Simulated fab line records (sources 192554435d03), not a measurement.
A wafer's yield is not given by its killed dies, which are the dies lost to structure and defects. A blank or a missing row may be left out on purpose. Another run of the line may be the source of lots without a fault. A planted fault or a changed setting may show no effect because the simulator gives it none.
Chamber matching | flow n5-finfet | rie-diel-03 running N5_BEOL_M11_STRIP_19: 4 sister chambers
The step strips in O2. 14 wafers are shown with their chamber, then 7 later ones without.

EACH WAFER AND ITS CHAMBER
wafer  | chamber | showerhead-plenum-p-Torr (Torr) | drypump-motor-current-A (A) | oes-product-au (a.u.)
L076.2 | 0       | 2.01                            | 5.74                        | 0.74
L076.5 | 2       | 2.09                            | 6.02                        | 0.79
L076.6 | 1       | 2.06                            | 5.47                        | 0.68
L080.1 | 3       | 2.16                            | 5.84                        | 0.70
L080.3 | 2       | 2.09                            | 6.04                        | 0.80
L080.5 | 3       | 2.17                            | 5.82                        | 0.70
L083.3 | 0       | 2.01                            | 5.74                        | 0.74
L083.5 | 0       | 2.01                            | 5.71                        | 0.74
L083.6 | 2       | 2.09                            | 6.05                        | 0.79
L085.1 | 2       | 2.09                            | 6.05                        | 0.78
L085.3 | 0       | 2.00                            | 5.74                        | 0.74
L085.6 | 2       | 2.09                            | 6.03                        | 0.78
L088.1 | 0       | 2.00                            | 5.71                        | 0.74
L088.3 | 1       | 2.05                            | 5.43                        | 0.67

SIGNATURES, as means of the wafers listed above
reading                  | chamber 0 | chamber 1 | chamber 2 | chamber 3 | scatter within a chamber
showerhead-plenum-p-Torr | 2.0060    | 2.0550    | 2.0900    | 2.1650    | 0.00469
drypump-motor-current-A  | 5.7280    | 5.4500    | 6.0380    | 5.8300    | 0.0166
oes-product-au           | 0.7400    | 0.6750    | 0.7880    | 0.7000    | 0.00574
Rule: distance of a wafer from a chamber = root of the sum over the readings of ((wafer's reading minus chamber's mean) / reading's scatter) squared. The wafer belongs to the nearest chamber; if the next one is less than 2 further off, it can't be placed. The scatter is the square root of a quotient: the sum, over the shown wafers, of each reading's squared deviation from its chamber's mean, divided by wafers minus chambers.

WAFERS WITH NO CHAMBER GIVEN
wafer  | showerhead-plenum-p-Torr (Torr) | drypump-motor-current-A (A) | oes-product-au (a.u.)
L088.6 | 2.09                            | 6.05                        | 0.77
L095.3 | 2.08                            | 6.08                        | 0.76
L095.4 | 2.00                            | 5.70                        | 0.72
L095.5 | 2.00                            | 5.74                        | 0.72
L096.3 | 2.08                            | 6.04                        | 0.76
L096.5 | 2.04                            | 5.46                        | 0.97
L096.6 | 2.00                            | 5.75                        | 0.71

CHAMBER TAKEN BY EACH
wafer  | from the rows above | in truth
L088.6 | 2                   | 2
L095.3 | 2                   | 2
L095.4 | 0                   | 0
L095.5 | 0                   | 0
L096.3 | 2                   | 2
L096.5 | 0                   | 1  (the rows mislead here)
L096.6 | 0                   | 0
Correctly placed: 6 of 7. From these rows, 0 cannot be placed. Number placed wrongly: 1.
